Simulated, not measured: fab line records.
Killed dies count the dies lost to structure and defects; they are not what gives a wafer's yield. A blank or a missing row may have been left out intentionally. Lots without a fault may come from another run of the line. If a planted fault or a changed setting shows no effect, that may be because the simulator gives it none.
Chamber matching	flow nand_harc	rie_diel-13 running NHARC_A_BONDPAD_ETCH_34: 4 sister chambers
The step etches the open film in N2/H2, target depth 60 nm, overetch 18 nm, time 65.91 s. 17 wafers are shown with their chamber, then 8 later ones without.

## WAFERS WITH THEIR CHAMBER
wafer	chamber	showerhead_plenum_p_Torr (Torr)	drypump_motor_current_A (A)	oes_product_au (a.u.)
L956.2	2	2.04	6.7	1.009
L956.5	0	1.96	6.1	0.980
L956.6	3	1.90	6.1	1.000
L954.1	1	1.90	5.0	1.010
L954.4	3	1.90	6.1	0.997
L954.6	3	1.90	6.0	0.990
L958.3	3	1.90	6.0	0.986
L958.4	1	1.90	5.0	1.022
L958.6	1	1.90	5.0	1.015
L960.1	1	1.90	5.0	1.019
L960.3	3	1.90	6.1	0.982
L960.5	2	2.03	6.7	1.007
L964.1	2	2.04	6.7	1.013
L964.3	1	1.90	5.0	1.019
L964.6	2	2.04	6.7	1.006
L966.1	1	1.90	5.0	1.020
L966.3	0	1.96	6.0	0.981

SIGNATURES (means of the wafers above)
reading	chamber 0	chamber 1	chamber 2	chamber 3	scatter within a chamber
showerhead_plenum_p_Torr	1.9600	1.9000	2.0375	1.9000	0.0024
drypump_motor_current_A	6.050	5.000	6.700	6.060	0.0362
oes_product_au	0.98050	1.01750	1.00875	0.99100	0.00516
Rule: distance of a wafer from a chamber = root of the sum over the readings of ((wafer's reading minus chamber's mean) / reading's scatter) squared. The wafer belongs to the nearest chamber; if the next one is less than 2 further off, it can't be placed. The scatter: take each reading less its chamber's mean, square it, sum over the shown wafers, divide by the number of wafers less the number of chambers, and take the root.

## WAFERS WHOSE CHAMBER IS MISSING
wafer	showerhead_plenum_p_Torr (Torr)	drypump_motor_current_A (A)	oes_product_au (a.u.)
L966.4	1.90	6.1	0.996
L965.1	1.96	6.1	0.967
L965.2	1.90	5.0	1.016
L965.4	2.03	6.7	1.011
L968.2	1.90	5.0	1.013
L968.5	1.90	6.1	1.009
L971.1	1.90	5.0	1.013
L974.3	2.03	6.7	1.011

## WHICH CHAMBER EACH ONE RAN IN
wafer	from the rows above	in truth
L966.4	3	3
L965.1	0	0
L965.2	1	1
L965.4	2	2
L968.2	1	1
L968.5	3	3
L971.1	1	1
L974.3	2	2
Correct placement for 8 of the 8. Can't be placed from these rows: 0. Number placed wrongly: 0.
